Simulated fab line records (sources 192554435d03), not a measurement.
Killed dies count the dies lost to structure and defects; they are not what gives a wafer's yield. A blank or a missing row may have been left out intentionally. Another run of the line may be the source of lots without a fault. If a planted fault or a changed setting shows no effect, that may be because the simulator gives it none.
The tool behind it: which one? + flow n5_finfet + 22 lots with 66 wafers sampled at 3 steps, on a route of 1938 steps

WHAT THE GAUGES READ, wafer by wafer
N5_BEOL_M12_RS_MEAS_54: measures by four-point-probe. Usual: M12_RS gives 0.0603 ohm/sq (standard deviation 0.0009).
| lot  | measured     | on            | M12_RS (ohm/sq)      | flag |
|------|--------------|---------------|----------------------|------|
| L074 | day 11 13:37 | film_metro-02 | 0.0591 0.0606 0.0593 |      |
| L075 | day 11 19:40 | film_metro-02 | 0.0607 0.0616 0.0604 |      |
| L076 | day 12 03:51 | film_metro-02 | 0.0596 0.0617 0.0595 |      |
| L077 | day 13 00:41 | film_metro-01 | 0.0612 0.0587 0.0594 |      |
| L078 | day 13 06:22 | film_metro-01 | 0.0599 0.0608 0.0617 |      |
| L082 | day 13 20:34 | film_metro-01 | 0.0605 0.0608 0.0600 |      |
| L081 | day 14 04:48 | film_metro-02 | 0.0600 0.0599 0.0600 |      |
| L084 | day 14 10:06 | film_metro-02 | 0.0594 0.0613 0.0613 |      |
| L086 | day 14 14:59 | film_metro-02 | 0.0599 0.0588 0.0615 |      |
| L085 | day 15 06:25 | film_metro-02 | 0.0603 0.0601 0.0616 |      |
| L083 | day 15 07:00 | film_metro-02 | 0.0605 0.0590 0.0608 |      |
| L088 | day 15 11:24 | film_metro-02 | 0.0622 0.0619 0.0614 |      |
| L087 | day 15 20:18 | film_metro-02 | 0.0604 0.0602 0.0614 |      |
| L089 | day 15 20:08 | film_metro-01 | 0.0595 0.0599 0.0593 |      |
| L090 | day 15 20:25 | film_metro-02 | 0.0621 0.0602 0.0600 |      |
| L091 | day 16 14:52 | film_metro-01 | 0.0597 0.0592 0.0599 |      |
| L093 | day 17 00:22 | film_metro-01 | 0.0617 0.0614 0.0594 |      |
| L094 | day 17 01:13 | film_metro-01 | 0.0606 0.0613 0.0600 |      |
| L092 | day 17 02:31 | film_metro-02 | 0.0596 0.0608 0.0592 |      |
| L095 | day 17 04:46 | film_metro-01 | 0.0589 0.0600 0.0586 |      |
| L096 | day 17 20:24 | film_metro-01 | 0.0597 0.0602 0.0599 |      |
| L097 | day 18 08:47 | film_metro-01 | 0.0585 0.0591 0.0590 |      |

EACH LOT AND THE TOOL THAT RAN IT (in order: tool; ch and the chambers of the sampled wafers; start)
| lot  | N5_BEOL_M11_VIA_ETCH_34            | N5_BEOL_M12_SPUTTER_43       |
|------|------------------------------------|------------------------------|
| L074 | rie_diel-06 ch 1,2,3, day 11 00:32 | pvd_sputter-02, day 11 12:28 |
| L075 | rie_diel-01 ch 0,3, day 11 11:27   | pvd_sputter-01, day 11 18:25 |
| L076 | rie_diel-03 ch 0,1,2, day 11 17:50 | pvd_sputter-02, day 12 02:43 |
| L077 | rie_diel-06 ch 0,3, day 12 10:11   | pvd_sputter-02, day 12 23:33 |
| L078 | rie_diel-03 ch 1,2, day 12 22:45   | pvd_sputter-02, day 13 05:11 |
| L082 | rie_diel-06 ch 0,2, day 13 11:50   | pvd_sputter-03, day 13 19:26 |
| L081 | rie_diel-06 ch 0,2, day 13 19:14   | pvd_sputter-01, day 14 02:48 |
| L084 | rie_diel-01 ch 0,3, day 14 00:56   | pvd_sputter-01, day 14 08:24 |
| L086 | rie_diel-03 ch 0,2,3, day 14 06:10 | pvd_sputter-02, day 14 13:50 |
| L085 | rie_diel-01 ch 0,2, day 14 19:12   | pvd_sputter-02, day 15 04:06 |
| L083 | rie_diel-01 ch 0,2, day 14 22:16   | pvd_sputter-03, day 15 04:23 |
| L088 | rie_diel-06 ch 0,1, day 15 02:24   | pvd_sputter-02, day 15 09:28 |
| L087 | rie_diel-06 ch 0,1,3, day 15 07:04 | pvd_sputter-01, day 15 18:53 |
| L089 | rie_diel-01 ch 0,3, day 15 07:19   | pvd_sputter-02, day 15 19:00 |
| L090 | rie_diel-06 ch 0,1,3, day 15 09:11 | pvd_sputter-03, day 15 19:03 |
| L091 | rie_diel-06 ch 0,1,2, day 16 05:29 | pvd_sputter-03, day 16 13:44 |
| L093 | rie_diel-06 ch 1,2,3, day 16 12:33 | pvd_sputter-01, day 16 23:11 |
| L094 | rie_diel-01 ch 0,1,3, day 16 12:52 | pvd_sputter-02, day 16 23:48 |
| L092 | rie_diel-06 ch 2,3, day 16 13:01   | pvd_sputter-03, day 17 01:21 |
| L095 | rie_diel-06 ch 0,1, day 16 16:46   | pvd_sputter-03, day 17 02:41 |
| L096 | rie_diel-01 ch 0,1,3, day 17 11:23 | pvd_sputter-02, day 17 19:16 |
| L097 | rie_diel-03 ch 2,3, day 17 20:37   | pvd_sputter-02, day 18 07:39 |
- N5_BEOL_M11_VIA_ETCH_34: etches SiCOH lowk in C4F6/O2, target depth 184.5 nm, time 69.2 s.
- N5_BEOL_M12_SPUTTER_43: material TaN, target thk 15 nm, time 24.19 s.

AS READ BY THE TOOLS THEMSELVES (means over the sampled wafers that have a number; for cases with no such wafer, the mark the record gives instead)
N5_BEOL_M11_VIA_ETCH_34. Usual: drypump_motor_current_A 5.5 A, standard deviation 0.33; oes_product_au 0.80 a.u., standard deviation 0.087; rf_vpp_V 668 V, standard deviation 6.2; showerhead_plenum_p_Torr 2.85 Torr, standard deviation 0.094; throttle_valve_pct 20.79 %, standard deviation 0.23.
| lot  | tool        | drypump_motor_current_A (A) | oes_product_au (a.u.) | rf_vpp_V (V) | showerhead_plenum_p_Torr (Torr) | throttle_valve_pct (%) | flag |
|------|-------------|-----------------------------|-----------------------|--------------|---------------------------------|------------------------|------|
| L074 | rie_diel-06 | 5.7                         | 0.79                  | 669          | 2.85                            | 20.71                  |      |
| L075 | rie_diel-01 | 5.5                         | 0.77                  | 665          | 2.79                            | 20.83                  |      |
| L076 | rie_diel-03 | 5.4                         | 0.73                  | 661          | 2.76                            | 21.00                  |      |
| L077 | rie_diel-06 | 5.2                         | 0.75                  | 669          | 2.75                            | 20.80                  |      |
| L078 | rie_diel-03 | 5.3                         | 0.73                  | 667          | 2.77                            | 21.24                  |      |
| L082 | rie_diel-06 | 5.8                         | 0.80                  | 673          | 2.93                            | 20.60                  |      |
| L081 | rie_diel-06 | 5.8                         | 0.78                  | 674          | 2.93                            | 20.61                  |      |
| L084 | rie_diel-01 | 5.5                         | 0.75                  | 665          | 2.78                            | 20.86                  |      |
| L086 | rie_diel-03 | 5.5                         | 0.78                  | 662          | 2.81                            | 21.05                  |      |
| L085 | rie_diel-01 | 5.3                         | 0.85                  | 672          | 2.84                            | 21.00                  |      |
| L083 | rie_diel-01 | 5.3                         | 0.85                  | 673          | 2.84                            | 21.00                  |      |
| L088 | rie_diel-06 | 5.8                         | 0.83                  | 668          | 2.88                            | 20.67                  |      |
| L087 | rie_diel-06 | 5.5                         | 0.87                  | 668          | 2.92                            | 20.63                  |      |
| L089 | rie_diel-01 | 5.5                         | 0.74                  | 665          | 2.78                            | 20.87                  |      |
| L090 | rie_diel-06 | 5.5                         | 0.87                  | 668          | 2.92                            | 20.63                  |      |
| L091 | rie_diel-06 | 5.8                         | 0.79                  | 670          | 2.90                            | 20.66                  |      |
| L093 | rie_diel-06 | 5.7                         | 0.83                  | 668          | 2.95                            | 20.63                  |      |
| L094 | rie_diel-01 | 5.5                         | 0.81                  | 666          | 2.83                            | 20.83                  |      |
| L092 | rie_diel-06 | 5.4                         | 0.87                  | 668          | 3.00                            | 20.59                  |      |
| L095 | rie_diel-06 | 5.7                         | 0.81                  | 671          | 2.87                            | 20.68                  |      |
| L096 | rie_diel-01 | 5.5                         | 0.80                  | 666          | 2.83                            | 20.84                  |      |
| L097 | rie_diel-03 | 5.4                         | 0.76                  | 669          | 2.81                            | 21.33                  |      |

N5_BEOL_M12_SPUTTER_43. Usual: substrate_temp_c 49.99 C, standard deviation 0.11; throttle_valve_pct 30.2 %, standard deviation 1.1.
| lot  | tool           | substrate_temp_c (C) | throttle_valve_pct (%) | flag |
|------|----------------|----------------------|------------------------|------|
| L074 | pvd_sputter-02 | 49.94                | 30.8                   |      |
| L075 | pvd_sputter-01 | 50.00                | 28.3                   |      |
| L076 | pvd_sputter-02 | 50.05                | 30.7                   |      |
| L077 | pvd_sputter-02 | 49.98                | 30.7                   |      |
| L078 | pvd_sputter-02 | 50.03                | 29.8                   |      |
| L082 | pvd_sputter-03 | 49.94                | 30.3                   |      |
| L081 | pvd_sputter-01 | 49.99                | 29.5                   |      |
| L084 | pvd_sputter-01 | 50.12                | 30.1                   |      |
| L086 | pvd_sputter-02 | 49.94                | 29.9                   |      |
| L085 | pvd_sputter-02 | 50.04                | 29.8                   |      |
| L083 | pvd_sputter-03 | 49.97                | 30.7                   |      |
| L088 | pvd_sputter-02 | 50.12                | 31.4                   |      |
| L087 | pvd_sputter-01 | 49.87                | 29.2                   |      |
| L089 | pvd_sputter-02 | 50.05                | 30.1                   |      |
| L090 | pvd_sputter-03 | 49.98                | 30.5                   |      |
| L091 | pvd_sputter-03 | 49.91                | 30.3                   |      |
| L093 | pvd_sputter-01 | 50.00                | 28.1                   |      |
| L094 | pvd_sputter-02 | 50.00                | 29.8                   |      |
| L092 | pvd_sputter-03 | 49.98                | 30.7                   |      |
| L095 | pvd_sputter-03 | 50.00                | 30.7                   |      |
| L096 | pvd_sputter-02 | 49.98                | 30.7                   |      |
| L097 | pvd_sputter-02 | 49.95                | 30.7                   |      |

THE ANSWER, worked out from the rows above alone
Rule: take the mean of a lot's wafers that have a number; if it is more than 3 standard deviations from the usual mean, the lot is off. Also off: a lot with no number at a reading for which 4 or more lots have one. The other lots that the step has rows for count as sound. The gauges are gone through in route order, then the tools' own readings, and for those a lot's mean is taken as printed above. The first step at which some lot is off is used, and at that step the reading that is off furthest; a lot without a number counts as furthest.
Nothing can be told from this: no lot is off at any reading shown.

WHAT THE SIMULATOR HAD PUT IN
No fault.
